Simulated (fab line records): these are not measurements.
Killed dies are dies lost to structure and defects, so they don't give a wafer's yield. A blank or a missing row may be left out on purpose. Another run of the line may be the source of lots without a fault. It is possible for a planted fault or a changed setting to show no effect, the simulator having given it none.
A lot that was struck, set against a sound lot || flow nand harc || 22 steps out of a route of 1302
Sound: the wafers L952.1, L952.4, L952.6. Struck: wafer L961.1 (left out: L961.3, L961.4 of the same lot, which were not struck); the cause appears at the end.
Order at every step that has rows: each side's tool, ch and its chambers, its first start. Under that, the readings that differ: sound wafers || struck wafers || difference of the means || sigmas: that difference in standard deviations of wafers without a fault.
alike: same words and numbers on both sides, and readings whose means sit less than 2 such deviations apart. not compared: any withheld reading, any reading some wafer has no value for, any bound like >300 that may hide the same value, and any number with overlapping values for which the record gives no deviation.
Wherever a step has rows on one side only, a row that says differs or no value, or a row with sigmas, the two part there. When numbers do not overlap yet have no deviation, they are printed without sigmas and do not part them. A reading missing from all wafers of one side parts the sides only when that side holds two or more wafers.

NHARC_A_CONTACT_CMP_20: polishes, t overpolish 30 s, target thk 300 nm.
  sound on cmp-02 ch 1,3, day 22 10:02; struck on cmp-02 ch 2, day 26 07:40
{"reading": "overpolish run s (s)", "sound": "30.002 30.014 30.009", "struck": 29.988, "difference": -0.020, "sigmas": -2}
  alike: motor current A, time to endpoint s
following that, these wafers have no rows for 1 step: NHARC_A_CONTACT_SRD_22.
NHARC_A_CONTACT_INSPECT_23:
  struck on defect inspect-02, day 26 08:05; sound on defect inspect-01, day 22 10:26
  alike: raw defect count
then, 8 steps without rows for these wafers: NHARC_A_BLC_DEHYDRATE_00 (time 120 s); NHARC_A_BLC_HMDS_01 (time 30 s); NHARC_A_BLC_COAT_02 (time 75 s); NHARC_A_BLC_COAT_03 (time 65 s); NHARC_A_BLC_COAT_04 (resist thk 90 nm); NHARC_A_BLC_SOFTBAKE_05 (time 55 s); NHARC_A_BLC_EBR_06; NHARC_A_BLC_EXPOSE_07 (exposes mask A BLC, target cd 100 nm).
NHARC_A_BLC_PEB_08: peb time 65 s.
  sound on litho track-01 ch 0, day 22 10:52; struck on litho track-01 ch 0, day 26 08:23
then, 1 step without rows for these wafers: NHARC_A_BLC_DEVELOP_09 (develop time 35 s).
NHARC_A_BLC_CD_MEAS_10: the cd target is 100 nm.
  sound on cd sem-02 ch 0, day 22 10:57; struck on cd sem-01 ch 0, day 26 08:28
{"reading": "cd nm (nm)", "sound": "99.2 99.2 99.9", "struck": 121.0, "difference": "+21.6", "sigmas": "+32"}
NHARC_A_BLC_OVL_MEAS_11:
  struck on overlay-01, day 26 08:34; sound on overlay-01, day 22 11:02
  alike: overlay x nm, overlay y nm
NHARC_A_BLC_INSPECT_12:
  struck on defect inspect-01, day 26 08:35; sound on defect inspect-01, day 22 11:04
  alike: raw defect count
NHARC_A_BLC_DESCUM_15: chemistry O2, time 3 s.
  sound on rie diel-02 ch 0,1,3, day 22 11:09; struck on rie diel-06 ch 2, day 26 08:40
{"reading": "drypump motor current A (A)", "sound": "5.7 6.3 5.2", "struck": 4.7, "difference": -1.0, "sigmas": -2}
{"reading": "model.A_BLC.cd nm (nm)", "sound": "99.12 98.89 99.55", "struck": 121.4, "difference": "+22.2", "sigmas": ""}
  alike: oes product au, rf vpp V, showerhead plenum p Torr, throttle valve pct
  not compared: rf hours counter h
NHARC_A_BLC_ETCH_16: etches the open film in CF4, target depth 39 nm, time 65 s.
  sound on rie diel-02 ch 0,3, day 22 11:14; struck on rie diel-06 ch 1, day 26 08:47
{"reading": "throttle valve pct (%)", "sound": "13.296 13.309 13.268", "struck": 13.270, "difference": -0.021, "sigmas": -2}
  alike: drypump motor current A, oes product au, rf vpp V, showerhead plenum p Torr
  not compared: rf hours counter h
NHARC_A_BLC_ETCH_17: etches the open film in N2/H2, target depth 390 nm, time 609.38 s.
  sound: rie diel-02 ch 1,2; struck: rie diel-06 ch 2
{"reading": "n2 flow sccm (sccm)", "sound": "149.5 149.3 149.6", "struck": 150.6, "difference": "+1.1", "sigmas": "+3"}
  alike: drypump motor current A, oes product au, rf vpp V, showerhead plenum p Torr, throttle valve pct
  not compared: rf hours counter h
NHARC_A_BLC_ETCH_18: etches the open film in C4F8/O2/Ar, target depth 910 nm.
  sound: rie diel-02 ch 0,2; struck: rie diel-06 ch 2
{"reading": "model.A_BLC.cd nm (nm)", "sound": "101.8 98.63 102.8", "struck": 121.1, "difference": "+20.0", "sigmas": ""}
  alike: oes product au, rf vpp V
  not compared: rf hours counter h
NHARC_A_BLC_CD_MEAS_19:
  struck on cd sem-01, day 26 09:49; sound on cd sem-01, day 22 12:07
{"reading": "cd nm (nm)", "sound": "102.2 98.8 102.8", "struck": 121.2, "difference": "+19.9", "sigmas": "+9"}
NHARC_END_SORT_01:
  at this point the record logs the struck wafers (prober-01 ch 0, day 28 03:24) and has no rows for the sound ones

== WHERE THEY PART ==
At NHARC_A_CONTACT_CMP_20 first; at NHARC_END_SORT_01 last (within this record only).

WHY: whatever the simulator had introduced
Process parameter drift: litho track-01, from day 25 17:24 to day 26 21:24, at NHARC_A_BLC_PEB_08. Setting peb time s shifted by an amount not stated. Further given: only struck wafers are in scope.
